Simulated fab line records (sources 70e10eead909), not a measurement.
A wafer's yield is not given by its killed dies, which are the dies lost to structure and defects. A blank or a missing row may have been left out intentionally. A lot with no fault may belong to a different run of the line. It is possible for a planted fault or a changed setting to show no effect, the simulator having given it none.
Which of the tools did it? -- flow nand harc -- Sampling: 12 lots, 36 wafers, 6 of 1302 route steps

## WHAT THE GAUGES SHOWED, per wafer
NHARC_P_GATE_CD_MEAS_33. Usual: 120.1 nm for cd nm, sd 2.6.
lot,measured,on,cd nm (nm),flag
L641,day 4 19:42,cd sem-03,121.0 118.5 117.6,
L642,day 5 13:26,cd sem-01,121.5 121.2 120.6,
L645,day 6 20:55,cd sem-02,119.9 117.2 118.9,
L646,day 7 01:16,cd sem-02,124.2 118.8 123.0,
L648,day 7 18:28,cd sem-03,112.0 116.8 117.8,
L656,day 11 05:13,cd sem-01,118.8 119.5 121.5,
L658,day 12 02:19,cd sem-02,118.2 120.5 119.7,
L659,day 12 16:28,cd sem-01,121.1 119.9 120.1,
L660,day 13 03:42,cd sem-02,117.2 116.2 121.2,
L661,day 13 09:56,cd sem-02,125.6 118.9 121.3,
L662,day 13 14:46,cd sem-03,118.7 122.2 119.8,
L664,day 14 10:37,cd sem-03,124.4 119.0 123.5,

NHARC_P_GATE_CD_MEAS_46: target cd 720 nm. Usual: 719.3 nm for cd nm, sd 1.6.
lot,measured,on,cd nm (nm),flag
L641,day 5 06:44,cd sem-03,718.8 717.0 716.6,
L642,day 6 00:25,cd sem-01,720.8 719.0 718.1,
L645,day 7 07:42,cd sem-01,719.8 717.9 719.7,
L646,day 7 12:14,cd sem-01,720.3 718.3 719.2,
L648,day 8 05:26,cd sem-02,664.9 663.6 664.6,OFF
L656,day 11 16:06,cd sem-03,718.6 718.0 720.2,
L658,day 12 13:13,cd sem-03,716.8 722.1 721.0,
L659,day 13 03:33,cd sem-02,717.2 720.0 720.0,
L660,day 13 16:52,cd sem-03,718.4 720.3 719.1,
L661,day 13 20:59,cd sem-02,717.7 721.1 721.5,
L662,day 14 01:43,cd sem-03,721.3 721.2 721.6,
L664,day 14 21:38,cd sem-03,722.9 720.5 721.0,

NHARC_END_SORT_01. Usual: killed at array 52, standard deviation 18; killed at other 0.6, standard deviation 0.83; killed at periphery 4.3, standard deviation 2.8; killed dies 57, standard deviation 19; killed open 3.4, standard deviation 2; killed short 2.5, standard deviation 1.7.
lot,measured,on,killed at array,killed at other,killed at periphery,killed dies,killed open,killed short,flag
L648,day 26 06:37,prober-01,61 55,0 0,6 3,67 58,6 2,3 1,

## EACH LOT AND THE TOOL THAT RAN IT (in order: tool; ch and the chambers of the sampled wafers; start)
lot,NHARC_P_GATE_STRIP_108,NHARC_P_GATE_EXPOSE_43,NHARC_P_GATE_STRIP_76
L641,"rie diel-11 ch 1,2,3, day 4 19:32","krf scanner-03 ch 0, day 5 06:35","plasma asher-02 ch 0,1, day 5 09:19"
L642,"rie diel-11 ch 0,1, day 5 13:15","krf scanner-02 ch 0, day 6 00:15","plasma asher-01 ch 0,1, day 6 03:05"
L645,"rie diel-11 ch 0,1, day 6 20:44","krf scanner-02 ch 0, day 7 07:33","plasma asher-02 ch 0,1, day 7 10:16"
L646,"rie diel-11 ch 0,3, day 7 01:05","krf scanner-02 ch 0, day 7 12:05","plasma asher-01 ch 0,1, day 7 14:40"
L648,"rie diel-11 ch 0,3, day 7 18:17","krf scanner-03 ch 0, day 8 05:16","plasma asher-02 ch 0, day 8 07:59"
L656,"rie diel-07 ch 0,1,3, day 11 05:03","krf scanner-03 ch 0, day 11 15:57","plasma asher-02 ch 0,1, day 11 20:22"
L658,"rie diel-06 ch 0,2, day 12 02:10","krf scanner-04 ch 0, day 12 13:04","plasma asher-01 ch 0,1, day 12 15:41"
L659,"rie diel-06 ch 0,2, day 12 16:17","krf scanner-03 ch 0, day 13 03:23","plasma asher-01 ch 0,1, day 13 05:59"
L660,"rie diel-07 ch 0,1,3, day 13 03:34","krf scanner-02 ch 0, day 13 16:43","plasma asher-01 ch 0,1, day 13 19:26"
L661,"rie diel-06 ch 1,2, day 13 09:46","krf scanner-03 ch 0, day 13 20:50","plasma asher-02 ch 0,1, day 13 23:31"
L662,"rie diel-11 ch 1,3, day 13 14:35","krf scanner-03 ch 0, day 14 01:34","plasma asher-01 ch 0,1, day 14 04:17"
L664,"rie diel-11 ch 0,1,2, day 14 10:26","krf scanner-02 ch 0, day 14 21:28","plasma asher-01 ch 0,1, day 15 00:10"
- NHARC_P_GATE_STRIP_108: strips in O2.
- NHARC_P_GATE_EXPOSE_43: exposes mask P NSD, target cd 720 nm.
- NHARC_P_GATE_STRIP_76: strips in O2.

## WHAT THE TOOLS THEMSELVES READ (means of the sampled wafers that have a number; where no wafer has one, the mark that the record gives instead)
NHARC_P_GATE_STRIP_108. Usual: drypump motor current A 5.7 A, standard deviation 0.47; oes product au 1.002 a.u., standard deviation 0.0099; rf vpp V 57.6 V, standard deviation 0.88; showerhead plenum p Torr 3.46 Torr, standard deviation 0.12; throttle valve pct 17.037 %, standard deviation 0.0094.
lot,tool,drypump motor current A (A),oes product au (a.u.),rf vpp V (V),showerhead plenum p Torr (Torr),throttle valve pct (%),flag
L641,rie diel-11,5.6,0.999,57.6,3.44,17.042,
L642,rie diel-11,5.9,1.002,57.4,3.42,17.031,
L645,rie diel-11,5.7,0.989,57.1,3.47,17.036,
L646,rie diel-11,5.2,0.990,57.2,3.36,17.037,
L648,rie diel-11,5.6,0.989,57.6,3.35,17.034,
L656,rie diel-07,6.0,0.998,57.9,3.45,17.040,
L658,rie diel-06,5.9,1.005,57.7,3.38,17.037,
L659,rie diel-06,6.0,1.007,57.2,3.43,17.040,
L660,rie diel-07,6.0,1.006,58.5,3.45,17.041,
L661,rie diel-06,5.3,1.015,57.6,3.49,17.040,
L662,rie diel-11,5.1,0.998,56.3,3.42,17.031,
L664,rie diel-11,6.0,0.999,57.4,3.43,17.036,

NHARC_P_GATE_EXPOSE_43. Usual: 23.01 C for reticle temp C, sd 0.09.
lot,tool,reticle temp C (C),flag
L641,krf scanner-03,22.98,
L642,krf scanner-02,23.08,
L645,krf scanner-02,22.99,
L646,krf scanner-02,22.91,
L648,krf scanner-03,22.97,
L656,krf scanner-03,23.09,
L658,krf scanner-04,23.01,
L659,krf scanner-03,23.01,
L660,krf scanner-02,22.96,
L661,krf scanner-03,23.05,
L662,krf scanner-03,23.05,
L664,krf scanner-02,23.03,

NHARC_P_GATE_STRIP_76. Usual: drypump motor current A 5.87 A, standard deviation 0.12; heater power w 298 W, standard deviation 40.
lot,tool,drypump motor current A (A),heater power w (W),flag
L641,plasma asher-02,5.97,330,
L642,plasma asher-01,5.79,305,
L645,plasma asher-02,5.91,300,
L646,plasma asher-01,5.77,309,
L648,plasma asher-02,5.87,277,
L656,plasma asher-02,5.96,321,
L658,plasma asher-01,5.84,273,
L659,plasma asher-01,5.77,290,
L660,plasma asher-01,5.86,271,
L661,plasma asher-02,5.91,299,
L662,plasma asher-01,5.84,273,
L664,plasma asher-01,5.76,294,

## THE ANSWER, worked out from the rows above alone
Rule: a lot counts as off when the mean over its wafers that have a number is more than 3 standard deviations away from the usual mean. Also off: a lot with no number at a reading for which 4 or more lots have one. Where the step has rows for the other lots, those lots are counted as sound. First the gauges in route order, then the tools' own readings, where a lot's mean is used as printed above. At the first step where some lot is off, the reading lying furthest off is the one used; lots without a number count as furthest.
Off, at NHARC_P_GATE_CD_MEAS_46 on cd nm: L648.
If a tool, at a process step before that reading, ran all the lots that are off and no sound lot after the first of them, it fits. Gauges at NHARC_P_GATE_CD_MEAS_46: tried the same way as those tools. Not one of the candidates tried fits.

## WHAT WAS PUT IN BY THE SIMULATOR
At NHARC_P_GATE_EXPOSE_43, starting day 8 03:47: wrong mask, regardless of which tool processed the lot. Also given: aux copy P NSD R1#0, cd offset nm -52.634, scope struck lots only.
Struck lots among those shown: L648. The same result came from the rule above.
